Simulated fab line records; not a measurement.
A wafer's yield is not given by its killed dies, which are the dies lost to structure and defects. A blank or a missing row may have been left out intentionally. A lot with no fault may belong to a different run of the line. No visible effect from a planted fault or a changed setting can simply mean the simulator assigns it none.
fab line records + flow n5Finfet
record
- lots=7
- wafers=21
route steps=1938 shown BEOL_M2@851 BEOL_M4@1021 BEOL_M5@1160
startH: start of the lot's first displayed wafer, in hours after the record's first day + waitH: time in hours since the lot's previous step + " the same as in the row above + L1.1+2: a single row standing in for several wafers + - value missing, or start not given + * or withheld: withheld + < > ~ a bound
route shown NAME@n: a module of which the file shows steps, and the number in the route of the first + usual: mean/standard deviation taken from wafers without a fault + same: alike in all rows + chamber/n: place in a boat + sites: each site's reading + _std_site: the standard deviation of these + _edge_site: inner sites' mean taken away from outer sites' mean + radiusMm: how far each site lies from the wafer's centre + mask NAME#n: copy n + behind: the most recent tool/chamber to have shaped the wafer + hold: why the lot went on hold/how many hours it stayed there/how the hold came to an end + device: the transistor (n, p or np) that didn't switch + end of line: the route-end tests of the same wafers + where a step has no rows: the recipe by itself + killed: at the first sort, the dies lost to defects and structure; wafer yield is something else + map: shows each die of a wafer: x if killed, . if not, _ if none is there
set.NAME: setting as actually run; set.NAME@STEP: the setting as run at that earlier step + model.NAME: the simulator's own value behind a step, which no gauge read
lots with deliberately changed settings; one table per step, one row per wafer
## steps
# step N5_BEOL_M2_EXPOSE_08
# recipe
- maskId=M2
- na=0.33
- sourceShape=dipole
- sigmaInner=0.369
- sigmaOuter=0.767
- polarization=unpolarized
- doseMj=41.25
| lot.wafer  | tool          | chamber | startH | waitH | mask | set.doseMj |
|------------|---------------|---------|--------|-------|------|------------|
| L075.1+3   | euvScanner-01 | 0       | 138.34 | -     | M2#0 | 42.88      |
| L075.6     | "             | 0       | "      | "     | M2#0 | 41.25      |
| L080.2+4   | euvScanner-02 | 0       | 166.39 | -     | M2#0 | 41.25      |
| L080.6     | "             | 0       | "      | "     | M2#0 | 38.62      |
| L082.2+4   | euvScanner-01 | 0       | 187.42 | -     | M2#0 | 38.32      |
| L082.6     | "             | 0       | "      | "     | M2#0 | 41.25      |
| L091.3+5   | euvScanner-01 | 0       | 238.52 | -     | M2#0 | 41.25      |
| L091.4     | "             | 0       | "      | "     | M2#0 | 38.64      |
| L094.2     | euvScanner-01 | 0       | 273.59 | -     | M2#0 | 41.25      |
| L094.3+4   | "             | 0       | "      | "     | M2#0 | 42.59      |
| L097.1+6   | euvScanner-01 | 0       | 276.36 | -     | M2#0 | 41.25      |
| L097.3     | "             | 0       | "      | "     | M2#0 | 39.41      |
| L096.1+2+3 | euvScanner-01 | 0       | 279.54 | -     | M2#0 | 41.25      |
# step N5_BEOL_M2_PEB_09
# recipe
- pebTempC=100
- pebTimeS=60
- resist=CAR-EUV
# step N5_BEOL_M2_DEVELOP_10
# recipe
- developTimeS=30
- developer=TMAH
- resist=CAR-EUV
- rinseLiquid=surfactantRinse
- dry=airSpin
- devTempC=23
# step N5_BEOL_M2_CD_MEAS_11
# recipe
- targetCdNm=16.79
- landingEnergyEv=500
- detector=seInlens
- polarity=opening
# usual
- cdNm=16.83/0.24
| lot.wafer | tool     | chamber | startH | waitH | set.doseMj@BEOL_M2_EXPOSE_08 | cdNm  |
|-----------|----------|---------|--------|-------|------------------------------|-------|
| L075.1    | cdSem-01 | 0       | 138.47 | -     | 42.88                        | 17.82 |
| L075.3    | "        | 0       | "      | "     | 42.88                        | 17.79 |
| L075.6    | "        | 0       | "      | "     | 41.25                        | 17.18 |
| L080.2    | cdSem-03 | 0       | 166.52 | -     | 41.25                        | 16.46 |
| L080.4    | "        | 0       | "      | "     | 41.25                        | 16.66 |
| L080.6    | "        | 0       | "      | "     | 38.62                        | 15.42 |
| L082.2    | cdSem-02 | 0       | 187.54 | -     | 38.32                        | 15.07 |
| L082.4    | "        | 0       | "      | "     | 38.32                        | 15.14 |
| L082.6    | "        | 0       | "      | "     | 41.25                        | 16.85 |
| L091.3    | cdSem-03 | 0       | 238.64 | -     | 41.25                        | 16.85 |
| L091.4    | "        | 0       | "      | "     | 38.64                        | 15.13 |
| L091.5    | "        | 0       | "      | "     | 41.25                        | 17.09 |
| L094.2    | cdSem-02 | 0       | 273.71 | -     | 41.25                        | 16.86 |
| L094.3    | "        | 0       | "      | "     | 42.59                        | 17.45 |
| L094.4    | "        | 0       | "      | "     | 42.59                        | 17.58 |
| L097.1    | cdSem-03 | 0       | 276.49 | -     | 41.25                        | 17.05 |
| L097.3    | "        | 0       | "      | "     | 39.41                        | 15.91 |
| L097.6    | "        | 0       | "      | "     | 41.25                        | 16.61 |
| L096.1    | cdSem-01 | 0       | 279.67 | -     | 41.25                        | 16.52 |
| L096.2    | "        | 0       | "      | "     | 41.25                        | 17.05 |
| L096.3    | "        | 0       | "      | "     | 41.25                        | 17.13 |
# step N5_BEOL_M2_DESCUM_16
# recipe
- chemistry=O2
- timeS=7
- sourcePowerW=50
- biasPowerW=20
- pressureMtorr=20
- rfFrequencyHz=2.712e+07
- tempC=40
- resist=CAR-EUV
- o2FlowSccm=225
# step N5_BEOL_M2_ETCH_74
# recipe
- chemistry=N2/H2
- target=underlayer
- targetDepthA=65
- maskMaterial=CAR-EUV
- timeS=5.2
- ionEnergyEv=200
- pressureMtorr=30
- sourceW=840
- biasW=150
- n2FlowSccm=200
- h2FlowSccm=200
- ends=cleared
| lot.wafer | tool       | chamber | startH | waitH | set.doseMj@BEOL_M2_EXPOSE_08 | model.BEOL_M2.cdOffsetNm |
|-----------|------------|---------|--------|-------|------------------------------|--------------------------|
| L075.1    | rieDiel-01 | 1       | 139.07 | 0.0   | 42.88                        | 1.2                      |
| L075.3    | "          | 2       | "      | "     | 42.88                        | 1                        |
| L075.6    | "          | 3       | "      | "     | 41.25                        | 0.4                      |
| L080.2+4  | rieDiel-01 | 1       | 166.80 | 0.0   | 41.25                        | 0                        |
| L080.6    | "          | 3       | "      | "     | 38.62                        | -1.2                     |
| L082.2    | rieDiel-01 | 1       | 187.97 | 0.0   | 38.32                        | -1.4                     |
| L082.4    | "          | 3       | "      | "     | 38.32                        | -1.6                     |
| L082.6    | "          | 2       | "      | "     | 41.25                        | 0                        |
| L091.3+5  | rieDiel-03 | 3,2     | 239.14 | 0.0   | 41.25                        | 0.4                      |
| L091.4    | "          | 1       | "      | "     | 38.64                        | -1                       |
| L094.2    | rieDiel-05 | 1       | 273.88 | 0.0   | 41.25                        | 0                        |
| L094.3+4  | "          | 3       | "      | "     | 42.59                        | 0.8                      |
| L097.1+6  | rieDiel-05 | 0,2     | 276.65 | 0.0   | 41.25                        | 0.2                      |
| L097.3    | "          | 1       | "      | "     | 39.41                        | -0.6                     |
| L096.1    | rieDiel-05 | 1       | 279.95 | 0.0   | 41.25                        | 0.4                      |
| L096.2    | "          | 2       | "      | "     | 41.25                        | 0                        |
| L096.3    | "          | 3       | "      | "     | 41.25                        | 0.2                      |
# step N5_BEOL_M2_ETCH_63
# recipe
- chemistry=CF4
- target=SiARC
- targetDepthA=156
- maskMaterial=CAR-EUV
- timeS=26
- ionEnergyEv=80
- pressureMtorr=40
- sourceW=545
- biasW=36
- Ar_flow_sccm=100
- cf4FlowSccm=100
- ends=cleared
| lot.wafer | tool       | chamber | startH | waitH | set.doseMj@BEOL_M2_EXPOSE_08 | model.BEOL_M2.cdOffsetNm |
|-----------|------------|---------|--------|-------|------------------------------|--------------------------|
| L075.1    | rieDiel-01 | 1       | 139.09 | 0.0   | 42.88                        | 1                        |
| L075.3    | "          | 2       | "      | "     | 42.88                        | 1.2                      |
| L075.6    | "          | 3       | "      | "     | 41.25                        | 0.4                      |
| L080.2+4  | rieDiel-01 | 1       | 166.81 | 0.0   | 41.25                        | 0                        |
| L080.6    | "          | 3       | "      | "     | 38.62                        | -1.2                     |
| L082.2+4  | rieDiel-01 | 1,3     | 187.99 | 0.0   | 38.32                        | -1.6                     |
| L082.6    | "          | 2       | "      | "     | 41.25                        | 0.2                      |
| L091.3    | rieDiel-03 | 3       | 239.16 | 0.0   | 41.25                        | 0.4                      |
| L091.4    | "          | 1       | "      | "     | 38.64                        | -1                       |
| L091.5    | "          | 2       | "      | "     | 41.25                        | 0.6                      |
| L094.2    | rieDiel-05 | 1       | 273.89 | 0.0   | 41.25                        | 0.2                      |
| L094.3+4  | "          | 3       | "      | "     | 42.59                        | 0.8                      |
| L097.1+6  | rieDiel-05 | 0,2     | 276.67 | 0.0   | 41.25                        | 0.2                      |
| L097.3    | "          | 1       | "      | "     | 39.41                        | -0.4                     |
| L096.1    | rieDiel-05 | 1       | 279.96 | 0.0   | 41.25                        | 0.4                      |
| L096.2    | "          | 2       | "      | "     | 41.25                        | 0                        |
| L096.3    | "          | 3       | "      | "     | 41.25                        | 0.2                      |
# step N5_BEOL_M2_ETCH_64
# recipe
- chemistry=N2/H2
- target=SOC
- targetDepthA=750
- overetchA=225
- maskMaterial=SiARC
- tempC=40
- timeS=121.9
- ionEnergyEv=200
- pressureMtorr=30
- sourceW=840
- biasW=150
- n2FlowSccm=200
- h2FlowSccm=200
# step N5_BEOL_M2_STRIP_65
# recipe
- chemistry=N2/H2
- tempC=40
- n2FlowSccm=200
- h2FlowSccm=200
- rfFrequencyHz=6e+07
# step N5_BEOL_M2_STRIP_75
# recipe
- chemistry=N2/H2
- tempC=40
- n2FlowSccm=200
- h2FlowSccm=200
- rfFrequencyHz=6e+07
# step N5_BEOL_M2_STRIP_66
# recipe
- chemistry=CF4
- resist=SiARC
- powerW=300
- biasPowerW=75
- pressureMtorr=50
- cf4FlowSccm=150
- rfFrequencyHz=6e+07
# step N5_BEOL_M2_HM_OPEN_17
# recipe
- chemistry=Cl2/BCl3
- targetDepthA=200
- overetchA=60
- target=TiN
- maskMaterial=SOC
- ionEnergyEv=150
- pressureMtorr=10
- icpW=1000
- biasW=126
- Cl2_flow_sccm=53.25
- bcl3FlowSccm=21.75
- Ar_flow_sccm=25
| lot.wafer | tool        | chamber | startH | waitH | set.doseMj@BEOL_M2_EXPOSE_08 | model.BEOL_M2.cdOffsetNm |
|-----------|-------------|---------|--------|-------|------------------------------|--------------------------|
| L075.1    | rieMetal-02 | 0       | 139.29 | 0.0   | 42.88                        | 1                        |
| L075.3    | "           | 1       | "      | "     | 42.88                        | 1.2                      |
| L075.6    | "           | 0       | "      | "     | 41.25                        | 0.4                      |
| L080.2    | rieMetal-03 | 1       | 167.02 | 0.0   | 41.25                        | 0                        |
| L080.4    | "           | 1       | "      | "     | 41.25                        | 0.2                      |
| L080.6    | "           | 0       | "      | "     | 38.62                        | -1.6                     |
| L082.2    | rieMetal-01 | 0       | 188.22 | 0.1   | 38.32                        | -1.6                     |
| L082.4    | "           | 0       | "      | "     | 38.32                        | -1.8                     |
| L082.6    | "           | 0       | "      | "     | 41.25                        | 0                        |
| L091.3    | rieMetal-02 | 0       | 239.39 | 0.1   | 41.25                        | 0.4                      |
| L091.4    | "           | 1       | "      | "     | 38.64                        | -0.6                     |
| L091.5    | "           | 1       | "      | "     | 41.25                        | 0.6                      |
| L094.2    | rieMetal-03 | 0       | 274.10 | 0.0   | 41.25                        | 0.4                      |
| L094.3+4  | "           | 0,1     | "      | "     | 42.59                        | 1.2                      |
| L097.1    | rieMetal-01 | 0       | 276.87 | 0.0   | 41.25                        | 0.2                      |
| L097.3    | "           | 1       | "      | "     | 39.41                        | -0.6                     |
| L097.6    | "           | 0       | "      | "     | 41.25                        | 0                        |
| L096.1    | rieMetal-02 | 1       | 280.17 | 0.0   | 41.25                        | 0.4                      |
| L096.2    | "           | 0       | "      | "     | 41.25                        | -0.2                     |
| L096.3    | "           | 0       | "      | "     | 41.25                        | 0                        |
# step N5_BEOL_M2_STRIP_19
# recipe
- chemistry=O2
- powerW=400
- tempC=40
- pressureMtorr=30
- rfFrequencyHz=6e+07
- biasPowerW=0
- overashFraction=0.2
- o2FlowSccm=225
# step N5_BEOL_M2_CD_MEAS_18
# recipe
- pitchNm=36
- targetCdNm=18
# usual
- cdNm=18.1/0.36
| lot.wafer | tool     | chamber | startH | waitH | set.doseMj@BEOL_M2_EXPOSE_08 | cdNm |
|-----------|----------|---------|--------|-------|------------------------------|------|
| L075.1    | cdSem-01 | -       | 139.55 | 0.1   | 42.88                        | 18.5 |
| L075.3    | "        | -       | "      | "     | 42.88                        | 19.2 |
| L075.6    | "        | -       | "      | "     | 41.25                        | 18.5 |
| L080.2    | cdSem-03 | -       | 167.21 | 0.1   | 41.25                        | 18.0 |
| L080.4    | "        | -       | "      | "     | 41.25                        | 18.3 |
| L080.6    | "        | -       | "      | "     | 38.62                        | 16.4 |
| L082.2    | cdSem-02 | -       | 188.46 | 0.1   | 38.32                        | 16.4 |
| L082.4    | "        | -       | "      | "     | 38.32                        | 16.4 |
| L082.6    | "        | -       | "      | "     | 41.25                        | 17.9 |
| L091.3    | cdSem-03 | -       | 239.66 | 0.1   | 41.25                        | 18.7 |
| L091.4    | "        | -       | "      | "     | 38.64                        | 17.5 |
| L091.5    | "        | -       | "      | "     | 41.25                        | 19.3 |
| L094.2    | cdSem-02 | -       | 274.29 | 0.1   | 41.25                        | 18.5 |
| L094.3    | "        | -       | "      | "     | 42.59                        | 19.3 |
| L094.4    | "        | -       | "      | "     | 42.59                        | 19.2 |
| L097.1    | cdSem-03 | -       | 277.05 | 0.0   | 41.25                        | 18.3 |
| L097.3    | "        | -       | "      | "     | 39.41                        | 17.2 |
| L097.6    | "        | -       | "      | "     | 41.25                        | 17.9 |
| L096.1    | cdSem-01 | -       | 280.37 | 0.1   | 41.25                        | 18.5 |
| L096.2    | "        | -       | "      | "     | 41.25                        | 18.0 |
| L096.3    | "        | -       | "      | "     | 41.25                        | 18.2 |
# step N5_BEOL_M2_COAT_67
# recipe
- resist=SOC
- tempC=250
- timeS=60
- spinRpm=1500
- resistThkNm=60
# step N5_BEOL_M2_COAT_68
# recipe
- resist=SiARC
- tempC=220
- timeS=60
- spinRpm=1500
- resistThkNm=12
# step N5_BEOL_M2_PRECLEAN_42
# recipe
- chemistry=residueRemover
- timeS=60
- tempC=40
# step N5_BEOL_M2_SRD_43
# recipe
- timeS=30
- tempC=23
- rinseLiquid=diw
- dry=ipaMarangoni
# step N5_BEOL_M2_CD_MEAS_35
# recipe
- targetCdNm=18
- targetCdYNm=22.2
- polarity=opening
# usual
- cdNm=18.0/0.38
| lot.wafer | tool     | chamber | startH | waitH | set.doseMj@BEOL_M2_EXPOSE_08 | cdNm |
|-----------|----------|---------|--------|-------|------------------------------|------|
| L075.1    | cdSem-01 | -       | 146.07 | 0.0   | 42.88                        | 18.8 |
| L075.3    | "        | -       | "      | "     | 42.88                        | 19.1 |
| L075.6    | "        | -       | "      | "     | 41.25                        | 18.4 |
| L080.2    | cdSem-03 | -       | 175.04 | 0.0   | 41.25                        | 17.8 |
| L080.4    | "        | -       | "      | "     | 41.25                        | 18.0 |
| L080.6    | "        | -       | "      | "     | 38.62                        | 16.7 |
| L082.2    | cdSem-01 | -       | 190.14 | 0.0   | 38.32                        | 16.2 |
| L082.4    | "        | -       | "      | "     | 38.32                        | 16.5 |
| L082.6    | "        | -       | "      | "     | 41.25                        | 18.2 |
| L091.3    | cdSem-01 | -       | 242.19 | 0.0   | 41.25                        | 18.7 |
| L091.4    | "        | -       | "      | "     | 38.64                        | 17.3 |
| L091.5    | "        | -       | "      | "     | 41.25                        | 18.7 |
| L094.2    | cdSem-01 | -       | 276.30 | 0.0   | 41.25                        | 18.8 |
| L094.3    | "        | -       | "      | "     | 42.59                        | 19.9 |
| L094.4    | "        | -       | "      | "     | 42.59                        | 19.1 |
| L097.1    | cdSem-03 | -       | 279.44 | 0.0   | 41.25                        | 18.2 |
| L097.3    | "        | -       | "      | "     | 39.41                        | 17.2 |
| L097.6    | "        | -       | "      | "     | 41.25                        | 18.1 |
| L096.1    | cdSem-01 | -       | 282.93 | 0.0   | 41.25                        | 18.9 |
| L096.2    | "        | -       | "      | "     | 41.25                        | 17.8 |
| L096.3    | "        | -       | "      | "     | 41.25                        | 18.4 |
# step N5_BEOL_M4_ILD_DEP_00
# recipe
- material=SiOC
- targetThkA=790
- tempC=350
- precursor=DEMS/O2
- pressureTorr=5
- rfW=500
- timeS=15.3
| lot.wafer | tool     | chamber | startH | waitH | set.timeS | model.SiOC_of_BEOL_M4_ILD_DEP_00.thkNm |
|-----------|----------|---------|--------|-------|-----------|----------------------------------------|
| L075.1    | pecvd-04 | 1       | 158.50 | 0.0   | 15.3      | 77.8                                   |
| L075.3    | "        | 1       | "      | "     | 15.3      | 79                                     |
| L075.6    | "        | 1       | "      | "     | 13.31     | 68.6                                   |
| L080.2    | pecvd-02 | 0       | 189.54 | 0.0   | 15.3      | 76.4                                   |
| L080.4    | "        | 1       | "      | "     | 15.3      | 75.6                                   |
| L080.6    | "        | 1       | "      | "     | 15.3      | 78.6                                   |
| L082.2    | pecvd-02 | 1       | 207.97 | 0.0   | 15.3      | 77.4                                   |
| L082.4    | "        | 2       | "      | "     | 15.3      | 79.2                                   |
| L082.6    | "        | 1       | "      | "     | 16.38     | 84.2                                   |
| L091.3    | pecvd-01 | 2       | 254.07 | 0.0   | 16.75     | 84.2                                   |
| L091.4    | "        | 0       | "      | "     | 16.75     | 85                                     |
| L091.5    | "        | 1       | "      | "     | 16.75     | 84                                     |
| L094.2    | pecvd-04 | 0       | 290.24 | 0.0   | 15.3      | 78.2                                   |
| L094.3    | "        | 2       | "      | "     | 15.3      | 79.2                                   |
| L094.4    | "        | 0       | "      | "     | 13.92     | 72.8                                   |
| L097.1    | pecvd-04 | 0       | 291.75 | 0.0   | 14.46     | 74.2                                   |
| L097.3    | "        | 1       | "      | "     | 15.3      | 78.6                                   |
| L097.6    | "        | 0       | "      | "     | 14.46     | 75.8                                   |
| L096.1    | pecvd-02 | 2       | 296.36 | 0.0   | 15.3      | 77.8                                   |
| L096.2    | "        | 0       | "      | "     | 15.3      | 76                                     |
| L096.3    | "        | 1       | "      | "     | 15.3      | 76.2                                   |
# step N5_BEOL_M4_THK_MEAS_01
# recipe
- reads=SiOC_of_BEOL_M4_ILD_DEP_00
# usual
- M4_ILD_THK=78.2/1.3
| lot.wafer | tool         | chamber | startH | waitH | set.timeS@BEOL_M4_ILD_DEP_00 | M4_ILD_THK[nm] |
|-----------|--------------|---------|--------|-------|------------------------------|----------------|
| L075.1    | filmMetro-01 | -       | 158.58 | 0.1   | 15.3                         | 77.8           |
| L075.3    | "            | -       | "      | "     | 15.3                         | 79.0           |
| L075.6    | "            | -       | "      | "     | 13.31                        | 68.7           |
| L080.2    | filmMetro-01 | -       | 189.62 | 0.1   | 15.3                         | 76.5           |
| L080.4    | "            | -       | "      | "     | 15.3                         | 75.6           |
| L080.6    | "            | -       | "      | "     | 15.3                         | 78.5           |
| L082.2    | filmMetro-01 | -       | 208.04 | 0.1   | 15.3                         | 77.4           |
| L082.4    | "            | -       | "      | "     | 15.3                         | 79.2           |
| L082.6    | "            | -       | "      | "     | 16.38                        | 84.1           |
| L091.3    | filmMetro-01 | -       | 254.14 | 0.1   | 16.75                        | 84.3           |
| L091.4    | "            | -       | "      | "     | 16.75                        | 85.0           |
| L091.5    | "            | -       | "      | "     | 16.75                        | 84.0           |
| L094.2    | filmMetro-02 | -       | 290.31 | 0.1   | 15.3                         | 78.2           |
| L094.3    | "            | -       | "      | "     | 15.3                         | 79.2           |
| L094.4    | "            | -       | "      | "     | 13.92                        | 72.8           |
| L097.1    | filmMetro-02 | -       | 291.82 | 0.0   | 14.46                        | 74.2           |
| L097.3    | "            | -       | "      | "     | 15.3                         | 78.6           |
| L097.6    | "            | -       | "      | "     | 14.46                        | 75.7           |
| L096.1    | filmMetro-02 | -       | 296.42 | 0.0   | 15.3                         | 77.9           |
| L096.2    | "            | -       | "      | "     | 15.3                         | 76.0           |
| L096.3    | "            | -       | "      | "     | 15.3                         | 76.2           |
# step N5_BEOL_M4_PECVD_72
# recipe
- material=SiO2
- targetThkA=160
- tempC=400
- precursor=TEOS/O2
- pressureTorr=5.5
- rfW=450
- teosFlowSccm=53.8
- gas=O2
- flowSccm=3000
- timeS=18
| lot.wafer | tool     | chamber | startH | waitH | set.timeS | model.SiO2_of_BEOL_M4_PECVD_72.thkNm |
|-----------|----------|---------|--------|-------|-----------|--------------------------------------|
| L075.1    | pecvd-02 | 1       | 158.62 | 0.0   | 16.86     | 14.8                                 |
| L075.3    | "        | 2       | "      | "     | 18        | 15.6                                 |
| L075.6    | "        | 2       | "      | "     | 16.86     | 14.6                                 |
| L080.2    | pecvd-01 | 2       | 189.66 | 0.0   | 18        | 15.6                                 |
| L080.4+6  | "        | 2,1     | "      | "     | 18        | 16                                   |
| L082.2    | pecvd-04 | 1       | 208.07 | 0.0   | 18        | 15.4                                 |
| L082.4    | "        | 1       | "      | "     | 18.84     | 16.8                                 |
| L082.6    | "        | 1       | "      | "     | 18        | 15.8                                 |
| L091.3    | pecvd-02 | 1       | 254.18 | 0.0   | 18.68     | 16.4                                 |
| L091.4    | "        | 0       | "      | "     | 18        | 16                                   |
| L091.5    | "        | 1       | "      | "     | 18.68     | 16.6                                 |
| L094.2    | pecvd-01 | 1       | 290.35 | 0.0   | 18        | 15.4                                 |
| L094.3    | "        | 0       | "      | "     | 18        | 16.2                                 |
| L094.4    | "        | 0       | "      | "     | 17.22     | 15.6                                 |
| L097.1    | pecvd-02 | 0       | 291.85 | 0.0   | 20.29     | 17.8                                 |
| L097.3    | "        | 2       | "      | "     | 18        | 15.8                                 |
| L097.6    | "        | 2       | "      | "     | 18        | 16.2                                 |
| L096.1    | pecvd-04 | 1       | 296.46 | 0.0   | 18        | 15.8                                 |
| L096.2    | "        | 0       | "      | "     | 18        | 16                                   |
| L096.3    | "        | 2       | "      | "     | 18        | 15.6                                 |
# step N5_BEOL_M4_ETCH_70
# recipe
- chemistry=N2/H2
- target=SOC
- targetDepthA=800
- overetchA=240
- maskMaterial=SiARC
- tempC=40
- timeS=130
- ionEnergyEv=200
- pressureMtorr=30
- sourceW=840
- biasW=150
- n2FlowSccm=200
- h2FlowSccm=200
| lot.wafer | tool       | chamber | startH | waitH | set.timeS | model.SiARC_of_BEOL_M4_COAT_68.thkNm |
|-----------|------------|---------|--------|-------|-----------|--------------------------------------|
| L075.1    | rieDiel-03 | 1       | 164.68 | 0.0   | 130       | 6                                    |
| L075.3+6  | "          | 3       | "      | "     | 103.2     | 7.4                                  |
| L080.2    | rieDiel-01 | 2       | 191.70 | 0.0   | 130       | 5.8                                  |
| L080.4    | "          | 3       | "      | "     | 113.8     | 6.6                                  |
| L080.6    | "          | 2       | "      | "     | 113.8     | 6.8                                  |
| L082.2    | rieDiel-05 | 1       | 211.55 | 0.0   | 130       | 5.8                                  |
| L082.4    | "          | 3       | "      | "     | 130       | 6                                    |
| L082.6    | "          | 1       | "      | "     | 147.4     | 5.2                                  |
| L091.3+5  | rieDiel-03 | 3       | 257.27 | 0.0   | 130       | 6.2                                  |
| L091.4    | "          | 0       | "      | "     | 130       | 5.8                                  |
| L097.1+3  | rieDiel-01 | 0,1     | 295.28 | 0.0   | 104.6     | 7.2                                  |
| L097.6    | "          | 1       | "      | "     | 130       | 5.8                                  |
| L094.2    | rieDiel-05 | 2       | 295.30 | 0.0   | 106.4     | 7                                    |
| L094.3+4  | "          | 3       | "      | "     | 130       | 5.6                                  |
| L096.1    | rieDiel-01 | 2       | 317.99 | 0.0   | 130       | 6                                    |
| L096.2+3  | "          | 3,1     | "      | "     | 130       | 5.8                                  |
# step N5_BEOL_M5_TRENCH_ETCH_37
# recipe
- chemistry=C4F6/O2
- targetDepthA=716.52
- target=SiCOH_lowk
- timeS=24.7
- ionEnergyEv=250
- pressureMtorr=30
- sourceW=345
- biasW=185
- Ar_flow_sccm=300
- C4F6_flow_sccm=10
- O2_flow_sccm=10
| lot.wafer | tool       | chamber | startH | waitH | set.timeS | model.etch.depthNm | model.BEOL_M5.featureDepthNm |
|-----------|------------|---------|--------|-------|-----------|--------------------|------------------------------|
| L075.1    | rieDiel-04 | 2       | -      | -     | 22.49     | 64.54              | 64.6                         |
| L075.3    | "          | 1       | "      | "     | 24.7      | 69.79              | 69.8                         |
| L075.6    | "          | 1       | "      | "     | 24.7      | 69.18              | 69.2                         |
| L080.2    | rieDiel-04 | 0       | -      | -     | 27.51     | 77.58              | 77.6                         |
| L080.4    | "          | 2       | "      | "     | 24.7      | 70.76              | 70.8                         |
| L080.6    | "          | 2       | "      | "     | 27.51     | 78.72              | 78.8                         |
| L082.2    | rieDiel-04 | 0       | -      | -     | 20.5      | 57.22              | 57.2                         |
| L082.4    | "          | 2       | "      | "     | 24.7      | 69.45              | 69.4                         |
| L082.6    | "          | 1       | "      | "     | 24.7      | 69.68              | 69.6                         |
| L091.3    | rieDiel-02 | 2       | -      | -     | 24.7      | 70.41              | 70.4                         |
| L091.4    | "          | 0       | "      | "     | 20.78     | 61.91              | 62                           |
| L091.5    | "          | 3       | "      | "     | 24.7      | 72.55              | 72.6                         |
| L097.1    | rieDiel-02 | 1       | -      | -     | 27.53     | 78.9               | 78.8                         |
| L097.3    | "          | 2       | "      | "     | 24.7      | 70.59              | 70.6                         |
| L097.6    | "          | 3       | "      | "     | 24.7      | 72.5               | 72.4                         |
| L094.2    | rieDiel-06 | 1       | -      | -     | 20.24     | 58                 | 58                           |
| L094.3    | "          | 3       | "      | "     | 20.24     | 58.31              | 58.4                         |
| L094.4    | "          | 0       | "      | "     | 24.7      | 73.62              | 73.6                         |
| L096.1    | rieDiel-06 | 3       | -      | -     | 24.7      | 71.64              | 71.6                         |
| L096.2    | "          | 1       | "      | "     | 24.7      | 71.59              | 71.6                         |
| L096.3    | "          | 0       | "      | "     | 24.7      | 74.09              | 74                           |
## key
split
- step=N5_BEOL_M2_EXPOSE_08
- setting=doseMj
- stated=41.25
- by=wafer
response
- step=N5_BEOL_M2_CD_MEAS_11
- reading=cdNm
- change=+0.226
- per=1%
- r=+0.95
response
- step=N5_BEOL_M2_ETCH_74
- reading=model.BEOL_M2.cdOffsetNm
- change=+0.204
- per=1%
- r=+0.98
response
- step=N5_BEOL_M2_ETCH_63
- reading=model.BEOL_M2.cdOffsetNm
- change=+0.211
- per=1%
- r=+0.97
response
- step=N5_BEOL_M2_HM_OPEN_17
- reading=model.BEOL_M2.cdOffsetNm
- change=+0.216
- per=1%
- r=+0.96
response
- step=N5_BEOL_M2_CD_MEAS_18
- reading=cdNm
- change=+0.224
- per=1%
- r=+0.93
response
- step=N5_BEOL_M2_CD_MEAS_35
- reading=cdNm
- change=+0.216
- per=1%
- r=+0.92
split
- step=N5_BEOL_M4_ILD_DEP_00
- setting=timeS
- stated=15.3
- by=wafer
response
- step=N5_BEOL_M4_ILD_DEP_00
- reading=model.SiOC_of_BEOL_M4_ILD_DEP_00.thkNm
- change=+0.733
- per=1%
- r=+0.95
response
- step=N5_BEOL_M4_THK_MEAS_01
- reading=M4_ILD_THK
- change=+0.733
- per=1%
- r=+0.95
split
- step=N5_BEOL_M4_PECVD_72
- setting=timeS
- stated=18
- by=wafer
response
- step=N5_BEOL_M4_PECVD_72
- reading=model.SiO2_of_BEOL_M4_PECVD_72.thkNm
- change=+0.144
- per=1%
- r=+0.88
split
- step=N5_BEOL_M4_ETCH_70
- setting=timeS
- stated=130
- by=wafer
response
- step=N5_BEOL_M4_ETCH_70
- reading=model.SiARC_of_BEOL_M4_COAT_68.thkNm
- change=-0.0695
- per=1%
- r=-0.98
split
- step=N5_BEOL_M5_TRENCH_ETCH_37
- setting=timeS
- stated=24.7
- by=wafer
response
- step=N5_BEOL_M5_TRENCH_ETCH_37
- reading=model.etch.depthNm
- change=+0.707
- per=1%
- r=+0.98
response
- step=N5_BEOL_M5_TRENCH_ETCH_37
- reading=model.BEOL_M5.featureDepthNm
- change=+0.703
- per=1%
- r=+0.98
